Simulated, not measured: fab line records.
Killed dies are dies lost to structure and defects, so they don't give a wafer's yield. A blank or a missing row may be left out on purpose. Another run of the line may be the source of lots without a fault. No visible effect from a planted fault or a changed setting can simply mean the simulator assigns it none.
Which of the tools did it? / flow n5-finfet / Sampling: 24 lots, 72 wafers, 4 of 1938 route steps

WHAT THE GAUGES READ, wafer by wafer
N5_FIN_SAQP_INSPECT_18: inspects for defects (brightfield). Usual: raw-defect-count 437, standard deviation 130.
lot=L074; measured=day 1 22:56; on=defect-inspect-01; raw-defect-count=281 232 415; flag=
lot=L075; measured=day 2 03:34; on=defect-inspect-01; raw-defect-count=699 679 609; flag=
lot=L076; measured=day 2 09:45; on=defect-inspect-02; raw-defect-count=619 408 461; flag=
lot=L077; measured=day 2 15:21; on=defect-inspect-02; raw-defect-count=251 330 186; flag=
lot=L078; measured=day 2 21:55; on=defect-inspect-01; raw-defect-count=509 335 711; flag=
lot=L079; measured=day 3 03:19; on=defect-inspect-02; raw-defect-count=329 448 297; flag=
lot=L080; measured=day 3 09:50; on=defect-inspect-01; raw-defect-count=363 260 224; flag=
lot=L081; measured=day 3 16:27; on=defect-inspect-02; raw-defect-count=363 353 455; flag=
lot=L082; measured=day 3 22:04; on=defect-inspect-02; raw-defect-count=393 481 436; flag=
lot=L083; measured=day 4 04:47; on=defect-inspect-01; raw-defect-count=285 434 313; flag=
lot=L084; measured=day 4 10:52; on=defect-inspect-02; raw-defect-count=458 406 452; flag=
lot=L085; measured=day 4 16:19; on=defect-inspect-01; raw-defect-count=510 586 492; flag=
lot=L086; measured=day 5 00:43; on=defect-inspect-02; raw-defect-count=458 500 411; flag=
lot=L087; measured=day 5 06:21; on=defect-inspect-01; raw-defect-count=485 468 433; flag=
lot=L088; measured=day 5 09:32; on=defect-inspect-01; raw-defect-count=376 411 375; flag=
lot=L089; measured=day 5 16:13; on=defect-inspect-01; raw-defect-count=346 389 614; flag=
lot=L090; measured=day 5 22:22; on=defect-inspect-02; raw-defect-count=535 367 468; flag=
lot=L091; measured=day 6 04:02; on=defect-inspect-02; raw-defect-count=392 197 317; flag=
lot=L092; measured=day 6 09:35; on=defect-inspect-01; raw-defect-count=404 476 332; flag=
lot=L093; measured=day 6 15:40; on=defect-inspect-02; raw-defect-count=725 603 708; flag=
lot=L094; measured=day 6 21:53; on=defect-inspect-01; raw-defect-count=456 528 455; flag=
lot=L095; measured=day 7 04:22; on=defect-inspect-01; raw-defect-count=392 667 430; flag=
lot=L096; measured=day 7 10:28; on=defect-inspect-01; raw-defect-count=395 425 347; flag=
lot=L097; measured=day 7 15:40; on=defect-inspect-01; raw-defect-count=345 356 318; flag=

N5_FIN_SAQP_CD_MEAS_27: target cd 20 nm. Usual: cd-nm 20.31 nm, standard deviation 0.24.
lot=L074; measured=day 2 02:04; on=cd-sem-01; cd-nm (nm)=19.95 20.37 20.64; flag=
lot=L075; measured=day 2 05:52; on=cd-sem-03; cd-nm (nm)=20.49 20.14 20.54; flag=
lot=L076; measured=day 2 11:56; on=cd-sem-01; cd-nm (nm)=20.07 20.18 20.12; flag=
lot=L077; measured=day 2 17:29; on=cd-sem-03; cd-nm (nm)=20.21 20.52 20.34; flag=
lot=L078; measured=day 2 23:57; on=cd-sem-01; cd-nm (nm)=20.45 20.23 20.16; flag=
lot=L079; measured=day 3 05:40; on=cd-sem-03; cd-nm (nm)=20.47 20.22 20.04; flag=
lot=L080; measured=day 3 11:53; on=cd-sem-03; cd-nm (nm)=19.87 20.66 20.13; flag=
lot=L081; measured=day 3 18:32; on=cd-sem-02; cd-nm (nm)=20.43 20.72 20.39; flag=
lot=L082; measured=day 4 02:01; on=cd-sem-03; cd-nm (nm)=20.68 20.63 20.47; flag=
lot=L083; measured=day 4 07:03; on=cd-sem-02; cd-nm (nm)=20.10 20.31 20.54; flag=
lot=L084; measured=day 4 14:36; on=cd-sem-02; cd-nm (nm)=20.25 20.03 19.56; flag=
lot=L085; measured=day 4 21:25; on=cd-sem-03; cd-nm (nm)=20.57 19.95 20.44; flag=
lot=L086; measured=day 5 05:46; on=cd-sem-01; cd-nm (nm)=20.00 20.24 20.47; flag=
lot=L087; measured=day 5 08:40; on=cd-sem-03; cd-nm (nm)=20.23 20.47 20.49; flag=
lot=L088; measured=day 5 11:40; on=cd-sem-03; cd-nm (nm)=20.43 19.89 20.30; flag=
lot=L089; measured=day 5 18:32; on=cd-sem-01; cd-nm (nm)=20.17 20.09 20.14; flag=
lot=L090; measured=day 6 00:28; on=cd-sem-03; cd-nm (nm)=20.41 20.48 20.23; flag=
lot=L091; measured=day 6 06:05; on=cd-sem-02; cd-nm (nm)=20.36 20.38 20.61; flag=
lot=L092; measured=day 6 12:00; on=cd-sem-03; cd-nm (nm)=19.88 20.33 20.34; flag=
lot=L093; measured=day 6 17:43; on=cd-sem-03; cd-nm (nm)=20.40 19.92 20.42; flag=
lot=L094; measured=day 7 00:40; on=cd-sem-02; cd-nm (nm)=20.38 20.04 20.37; flag=
lot=L095; measured=day 7 06:55; on=cd-sem-03; cd-nm (nm)=20.13 20.44 20.69; flag=
lot=L096; measured=day 7 12:42; on=cd-sem-01; cd-nm (nm)=19.85 20.27 20.51; flag=
lot=L097; measured=day 7 18:23; on=cd-sem-02; cd-nm (nm)=20.25 20.51 20.80; flag=

WHAT TOOL EACH LOT RAN ON (gives the tool, then ch and the chambers of the sampled wafers, and finally the start)
lot=L074; N5_FIN_SAQP_HM_DEP_72=pecvd-04 ch 0,2, day 1 22:25; N5_FIN_SAQP_ETCH_51=rie-diel-01 ch 0,2,3, day 1 23:00
lot=L075; N5_FIN_SAQP_HM_DEP_72=pecvd-02 ch 0,1,2, day 2 03:04; N5_FIN_SAQP_ETCH_51=rie-diel-01 ch 1,3, day 2 03:38
lot=L076; N5_FIN_SAQP_HM_DEP_72=pecvd-04 ch 0,1,2, day 2 09:14; N5_FIN_SAQP_ETCH_51=rie-diel-01 ch 0,1,3, day 2 09:49
lot=L077; N5_FIN_SAQP_HM_DEP_72=pecvd-04 ch 0,1,2, day 2 14:50; N5_FIN_SAQP_ETCH_51=rie-diel-04 ch 0,2, day 2 15:28
lot=L078; N5_FIN_SAQP_HM_DEP_72=pecvd-02 ch 0,1, day 2 21:25; N5_FIN_SAQP_ETCH_51=rie-diel-01 ch 1,3, day 2 21:59
lot=L079; N5_FIN_SAQP_HM_DEP_72=pecvd-02 ch 0,1,2, day 3 02:56; N5_FIN_SAQP_ETCH_51=rie-diel-04 ch 2,3, day 3 03:23
lot=L080; N5_FIN_SAQP_HM_DEP_72=pecvd-01 ch 0,2, day 3 09:20; N5_FIN_SAQP_ETCH_51=rie-diel-04 ch 1,3, day 3 09:55
lot=L081; N5_FIN_SAQP_HM_DEP_72=pecvd-04 ch 0,2, day 3 15:56; N5_FIN_SAQP_ETCH_51=rie-diel-05 ch 0,1,3, day 3 16:31
lot=L082; N5_FIN_SAQP_HM_DEP_72=pecvd-02 ch 1,2, day 3 21:32; N5_FIN_SAQP_ETCH_51=rie-diel-01 ch 0,1, day 3 22:22
lot=L083; N5_FIN_SAQP_HM_DEP_72=pecvd-04 ch 1,2, day 4 04:15; N5_FIN_SAQP_ETCH_51=rie-diel-05 ch 0,2,3, day 4 04:52
lot=L084; N5_FIN_SAQP_HM_DEP_72=pecvd-04 ch 1,2, day 4 10:20; N5_FIN_SAQP_ETCH_51=rie-diel-04 ch 1,3, day 4 11:22
lot=L085; N5_FIN_SAQP_HM_DEP_72=pecvd-01 ch 0,2, day 4 15:46; N5_FIN_SAQP_ETCH_51=rie-diel-04 ch 1,3, day 4 16:23
lot=L086; N5_FIN_SAQP_HM_DEP_72=pecvd-02 ch 0,1,2, day 5 00:13; N5_FIN_SAQP_ETCH_51=rie-diel-01 ch 2,3, day 5 00:47
lot=L087; N5_FIN_SAQP_HM_DEP_72=pecvd-01 ch 0,1,2, day 5 05:50; N5_FIN_SAQP_ETCH_51=rie-diel-01 ch 0,3, day 5 06:34
lot=L088; N5_FIN_SAQP_HM_DEP_72=pecvd-01 ch 0,1, day 5 09:02; N5_FIN_SAQP_ETCH_51=rie-diel-05 ch 1,2, day 5 09:41
lot=L089; N5_FIN_SAQP_HM_DEP_72=pecvd-01 ch 0,1,2, day 5 15:50; N5_FIN_SAQP_ETCH_51=rie-diel-04 ch 2,3, day 5 16:17
lot=L090; N5_FIN_SAQP_HM_DEP_72=pecvd-02 ch 0,1,2, day 5 21:51; N5_FIN_SAQP_ETCH_51=rie-diel-04 ch 0,1,3, day 5 22:26
lot=L091; N5_FIN_SAQP_HM_DEP_72=pecvd-04 ch 0,1, day 6 03:31; N5_FIN_SAQP_ETCH_51=rie-diel-04 ch 0,2, day 6 04:06
lot=L092; N5_FIN_SAQP_HM_DEP_72=pecvd-04 ch 1,2, day 6 09:12; N5_FIN_SAQP_ETCH_51=rie-diel-01 ch 0,2,3, day 6 09:48
lot=L093; N5_FIN_SAQP_HM_DEP_72=pecvd-02 ch 0,1,2, day 6 15:10; N5_FIN_SAQP_ETCH_51=rie-diel-01 ch 0,1, day 6 15:44
lot=L094; N5_FIN_SAQP_HM_DEP_72=pecvd-04 ch 0,1,2, day 6 21:22; N5_FIN_SAQP_ETCH_51=rie-diel-01 ch 0,1,3, day 6 22:02
lot=L095; N5_FIN_SAQP_HM_DEP_72=pecvd-04 ch 0,1, day 7 03:59; N5_FIN_SAQP_ETCH_51=rie-diel-05 ch 0,2,3, day 7 04:46
lot=L096; N5_FIN_SAQP_HM_DEP_72=pecvd-04 ch 0,1, day 7 09:57; N5_FIN_SAQP_ETCH_51=rie-diel-05 ch 1,2, day 7 10:31
lot=L097; N5_FIN_SAQP_HM_DEP_72=pecvd-01 ch 1,2, day 7 15:16; N5_FIN_SAQP_ETCH_51=rie-diel-04 ch 1,2,3, day 7 16:02
- N5_FIN_SAQP_HM_DEP_72: deposits SiO2 from SiH4/N2O, target thk 12 nm, time 7.2 s.
- N5_FIN_SAQP_ETCH_51: etches SiARC in CF4, target depth 45.5 nm, time 75.8 s.

AS READ BY THE TOOLS THEMSELVES (means over the sampled wafers that have a number; for cases with no such wafer, the mark the record gives instead)
N5_FIN_SAQP_HM_DEP_72. Usual: heater-power-w 826 W, standard deviation 120; rf-fwd-power-W 272.5 W, standard deviation 0.98; showerhead-plenum-p-Torr 8.12 Torr, standard deviation 0.15.
lot=L074; tool=pecvd-04; heater-power-w (W)=957; rf-fwd-power-W (W)=272.7; showerhead-plenum-p-Torr (Torr)=8.09; flag=
lot=L075; tool=pecvd-02; heater-power-w (W)=780; rf-fwd-power-W (W)=272.4; showerhead-plenum-p-Torr (Torr)=8.13; flag=
lot=L076; tool=pecvd-04; heater-power-w (W)=926; rf-fwd-power-W (W)=273.3; showerhead-plenum-p-Torr (Torr)=8.05; flag=
lot=L077; tool=pecvd-04; heater-power-w (W)=916; rf-fwd-power-W (W)=272.4; showerhead-plenum-p-Torr (Torr)=8.05; flag=
lot=L078; tool=pecvd-02; heater-power-w (W)=805; rf-fwd-power-W (W)=272.8; showerhead-plenum-p-Torr (Torr)=8.06; flag=
lot=L079; tool=pecvd-02; heater-power-w (W)=761; rf-fwd-power-W (W)=273.0; showerhead-plenum-p-Torr (Torr)=8.13; flag=
lot=L080; tool=pecvd-01; heater-power-w (W)=648; rf-fwd-power-W (W)=272.0; showerhead-plenum-p-Torr (Torr)=8.20; flag=
lot=L081; tool=pecvd-04; heater-power-w (W)=928; rf-fwd-power-W (W)=273.0; showerhead-plenum-p-Torr (Torr)=8.15; flag=
lot=L082; tool=pecvd-02; heater-power-w (W)=778; rf-fwd-power-W (W)=272.5; showerhead-plenum-p-Torr (Torr)=8.15; flag=
lot=L083; tool=pecvd-04; heater-power-w (W)=956; rf-fwd-power-W (W)=272.3; showerhead-plenum-p-Torr (Torr)=8.11; flag=
lot=L084; tool=pecvd-04; heater-power-w (W)=919; rf-fwd-power-W (W)=271.8; showerhead-plenum-p-Torr (Torr)=8.10; flag=
lot=L085; tool=pecvd-01; heater-power-w (W)=639; rf-fwd-power-W (W)=272.6; showerhead-plenum-p-Torr (Torr)=8.14; flag=
lot=L086; tool=pecvd-02; heater-power-w (W)=793; rf-fwd-power-W (W)=272.5; showerhead-plenum-p-Torr (Torr)=8.13; flag=
lot=L087; tool=pecvd-01; heater-power-w (W)=702; rf-fwd-power-W (W)=271.8; showerhead-plenum-p-Torr (Torr)=8.25; flag=
lot=L088; tool=pecvd-01; heater-power-w (W)=688; rf-fwd-power-W (W)=272.4; showerhead-plenum-p-Torr (Torr)=8.20; flag=
lot=L089; tool=pecvd-01; heater-power-w (W)=746; rf-fwd-power-W (W)=271.8; showerhead-plenum-p-Torr (Torr)=8.25; flag=
lot=L090; tool=pecvd-02; heater-power-w (W)=807; rf-fwd-power-W (W)=272.7; showerhead-plenum-p-Torr (Torr)=8.14; flag=
lot=L091; tool=pecvd-04; heater-power-w (W)=883; rf-fwd-power-W (W)=272.9; showerhead-plenum-p-Torr (Torr)=7.93; flag=
lot=L092; tool=pecvd-04; heater-power-w (W)=863; rf-fwd-power-W (W)=272.1; showerhead-plenum-p-Torr (Torr)=8.00; flag=
lot=L093; tool=pecvd-02; heater-power-w (W)=782; rf-fwd-power-W (W)=273.2; showerhead-plenum-p-Torr (Torr)=8.13; flag=
lot=L094; tool=pecvd-04; heater-power-w (W)=920; rf-fwd-power-W (W)=272.4; showerhead-plenum-p-Torr (Torr)=8.04; flag=
lot=L095; tool=pecvd-04; heater-power-w (W)=875; rf-fwd-power-W (W)=273.5; showerhead-plenum-p-Torr (Torr)=7.94; flag=
lot=L096; tool=pecvd-04; heater-power-w (W)=977; rf-fwd-power-W (W)=273.0; showerhead-plenum-p-Torr (Torr)=7.98; flag=
lot=L097; tool=pecvd-01; heater-power-w (W)=641; rf-fwd-power-W (W)=272.6; showerhead-plenum-p-Torr (Torr)=8.29; flag=

N5_FIN_SAQP_ETCH_51. Usual: drypump-motor-current-A 5.9 A (standard deviation 0.41); etch-rf-on-time-s 75.5 s (standard deviation 2.4); oes-product-au 0.68 a.u. (standard deviation 0.073); rf-fwd-power-W 538.7 W (standard deviation 2.5); rf-vpp-V 184.5 V (standard deviation 1.1); showerhead-plenum-p-Torr 2.17 Torr (standard deviation 0.062); throttle-valve-pct 15.53 % (standard deviation 0.22).
lot=L074; tool=rie-diel-01; drypump-motor-current-A (A)=6.0; etch-rf-on-time-s (s)=77.8; oes-product-au (a.u.)=0.69; rf-fwd-power-W (W)=537.2; rf-vpp-V (V)=184.5; showerhead-plenum-p-Torr (Torr)=2.19; throttle-valve-pct (%)=15.37; flag=
lot=L075; tool=rie-diel-01; drypump-motor-current-A (A)=6.1; etch-rf-on-time-s (s)=76.5; oes-product-au (a.u.)=0.62; rf-fwd-power-W (W)=538.0; rf-vpp-V (V)=184.9; showerhead-plenum-p-Torr (Torr)=2.13; throttle-valve-pct (%)=15.65; flag=
lot=L076; tool=rie-diel-01; drypump-motor-current-A (A)=6.2; etch-rf-on-time-s (s)=76.5; oes-product-au (a.u.)=0.68; rf-fwd-power-W (W)=538.3; rf-vpp-V (V)=185.3; showerhead-plenum-p-Torr (Torr)=2.18; throttle-valve-pct (%)=15.51; flag=
lot=L077; tool=rie-diel-04; drypump-motor-current-A (A)=5.3; etch-rf-on-time-s (s)=74.3; oes-product-au (a.u.)=0.65; rf-fwd-power-W (W)=538.3; rf-vpp-V (V)=183.9; showerhead-plenum-p-Torr (Torr)=2.13; throttle-valve-pct (%)=15.69; flag=
lot=L078; tool=rie-diel-01; drypump-motor-current-A (A)=6.1; etch-rf-on-time-s (s)=76.5; oes-product-au (a.u.)=0.62; rf-fwd-power-W (W)=538.8; rf-vpp-V (V)=183.7; showerhead-plenum-p-Torr (Torr)=2.13; throttle-valve-pct (%)=15.66; flag=
lot=L079; tool=rie-diel-04; drypump-motor-current-A (A)=5.7; etch-rf-on-time-s (s)=73.8; oes-product-au (a.u.)=0.69; rf-fwd-power-W (W)=536.9; rf-vpp-V (V)=184.3; showerhead-plenum-p-Torr (Torr)=2.19; throttle-valve-pct (%)=15.50; flag=
lot=L080; tool=rie-diel-04; drypump-motor-current-A (A)=5.9; etch-rf-on-time-s (s)=72.5; oes-product-au (a.u.)=0.71; rf-fwd-power-W (W)=539.3; rf-vpp-V (V)=184.2; showerhead-plenum-p-Torr (Torr)=2.20; throttle-valve-pct (%)=15.57; flag=
lot=L081; tool=rie-diel-05; drypump-motor-current-A (A)=6.2; etch-rf-on-time-s (s)=74.4; oes-product-au (a.u.)=0.65; rf-fwd-power-W (W)=538.9; rf-vpp-V (V)=182.9; showerhead-plenum-p-Torr (Torr)=2.10; throttle-valve-pct (%)=15.61; flag=
lot=L082; tool=rie-diel-01; drypump-motor-current-A (A)=6.0; etch-rf-on-time-s (s)=76.2; oes-product-au (a.u.)=0.64; rf-fwd-power-W (W)=540.7; rf-vpp-V (V)=184.3; showerhead-plenum-p-Torr (Torr)=2.18; throttle-valve-pct (%)=15.70; flag=
lot=L083; tool=rie-diel-05; drypump-motor-current-A (A)=6.1; etch-rf-on-time-s (s)=74.7; oes-product-au (a.u.)=0.72; rf-fwd-power-W (W)=540.5; rf-vpp-V (V)=184.2; showerhead-plenum-p-Torr (Torr)=2.16; throttle-valve-pct (%)=15.40; flag=
lot=L084; tool=rie-diel-04; drypump-motor-current-A (A)=6.1; etch-rf-on-time-s (s)=76.0; oes-product-au (a.u.)=0.75; rf-fwd-power-W (W)=538.6; rf-vpp-V (V)=185.9; showerhead-plenum-p-Torr (Torr)=2.19; throttle-valve-pct (%)=15.52; flag=
lot=L085; tool=rie-diel-04; drypump-motor-current-A (A)=5.9; etch-rf-on-time-s (s)=73.4; oes-product-au (a.u.)=0.69; rf-fwd-power-W (W)=537.4; rf-vpp-V (V)=184.8; showerhead-plenum-p-Torr (Torr)=2.20; throttle-valve-pct (%)=15.59; flag=
lot=L086; tool=rie-diel-01; drypump-motor-current-A (A)=5.8; etch-rf-on-time-s (s)=77.6; oes-product-au (a.u.)=0.64; rf-fwd-power-W (W)=536.5; rf-vpp-V (V)=184.5; showerhead-plenum-p-Torr (Torr)=2.14; throttle-valve-pct (%)=15.41; flag=
lot=L087; tool=rie-diel-01; drypump-motor-current-A (A)=6.4; etch-rf-on-time-s (s)=79.7; oes-product-au (a.u.)=0.66; rf-fwd-power-W (W)=536.4; rf-vpp-V (V)=184.9; showerhead-plenum-p-Torr (Torr)=2.18; throttle-valve-pct (%)=15.36; flag=
lot=L088; tool=rie-diel-05; drypump-motor-current-A (A)=5.9; etch-rf-on-time-s (s)=76.7; oes-product-au (a.u.)=0.72; rf-fwd-power-W (W)=540.3; rf-vpp-V (V)=183.9; showerhead-plenum-p-Torr (Torr)=2.14; throttle-valve-pct (%)=15.56; flag=
lot=L089; tool=rie-diel-04; drypump-motor-current-A (A)=5.7; etch-rf-on-time-s (s)=74.0; oes-product-au (a.u.)=0.68; rf-fwd-power-W (W)=536.3; rf-vpp-V (V)=184.5; showerhead-plenum-p-Torr (Torr)=2.18; throttle-valve-pct (%)=15.52; flag=
lot=L090; tool=rie-diel-04; drypump-motor-current-A (A)=5.7; etch-rf-on-time-s (s)=73.8; oes-product-au (a.u.)=0.67; rf-fwd-power-W (W)=537.8; rf-vpp-V (V)=184.2; showerhead-plenum-p-Torr (Torr)=2.16; throttle-valve-pct (%)=15.68; flag=
lot=L091; tool=rie-diel-04; drypump-motor-current-A (A)=5.3; etch-rf-on-time-s (s)=74.9; oes-product-au (a.u.)=0.63; rf-fwd-power-W (W)=537.8; rf-vpp-V (V)=184.2; showerhead-plenum-p-Torr (Torr)=2.13; throttle-valve-pct (%)=15.74; flag=
lot=L092; tool=rie-diel-01; drypump-motor-current-A (A)=6.0; etch-rf-on-time-s (s)=78.0; oes-product-au (a.u.)=0.67; rf-fwd-power-W (W)=538.2; rf-vpp-V (V)=185.0; showerhead-plenum-p-Torr (Torr)=2.18; throttle-valve-pct (%)=15.42; flag=
lot=L093; tool=rie-diel-01; drypump-motor-current-A (A)=6.1; etch-rf-on-time-s (s)=76.8; oes-product-au (a.u.)=0.67; rf-fwd-power-W (W)=542.1; rf-vpp-V (V)=185.1; showerhead-plenum-p-Torr (Torr)=2.22; throttle-valve-pct (%)=15.59; flag=
lot=L094; tool=rie-diel-01; drypump-motor-current-A (A)=6.2; etch-rf-on-time-s (s)=78.5; oes-product-au (a.u.)=0.64; rf-fwd-power-W (W)=541.7; rf-vpp-V (V)=184.0; showerhead-plenum-p-Torr (Torr)=2.17; throttle-valve-pct (%)=15.56; flag=
lot=L095; tool=rie-diel-05; drypump-motor-current-A (A)=6.1; etch-rf-on-time-s (s)=74.2; oes-product-au (a.u.)=0.76; rf-fwd-power-W (W)=539.5; rf-vpp-V (V)=185.7; showerhead-plenum-p-Torr (Torr)=2.23; throttle-valve-pct (%)=15.29; flag=
lot=L096; tool=rie-diel-05; drypump-motor-current-A (A)=6.1; etch-rf-on-time-s (s)=74.8; oes-product-au (a.u.)=0.80; rf-fwd-power-W (W)=539.2; rf-vpp-V (V)=184.3; showerhead-plenum-p-Torr (Torr)=2.25; throttle-valve-pct (%)=15.51; flag=
lot=L097; tool=rie-diel-04; drypump-motor-current-A (A)=5.9; etch-rf-on-time-s (s)=73.9; oes-product-au (a.u.)=0.69; rf-fwd-power-W (W)=538.3; rf-vpp-V (V)=184.5; showerhead-plenum-p-Torr (Torr)=2.18; throttle-valve-pct (%)=15.56; flag=

THE ANSWER, worked out from the rows above alone
Rule: lot off if the mean of its wafers having a number is beyond 3 standard deviations from the usual mean. Also off: a lot with no number at a reading for which 4 or more lots have one. All remaining lots with rows at the step are treated as sound. After the gauges, taken in route order, come the tools' own readings; for these a lot's mean is taken, as printed above. At the first step where some lot is off, the reading lying furthest off is the one used; lots without a number count as furthest.
None of the lots is off at any reading shown; this tells nothing.

WHAT HAD BEEN PUT IN BY THE SIMULATOR
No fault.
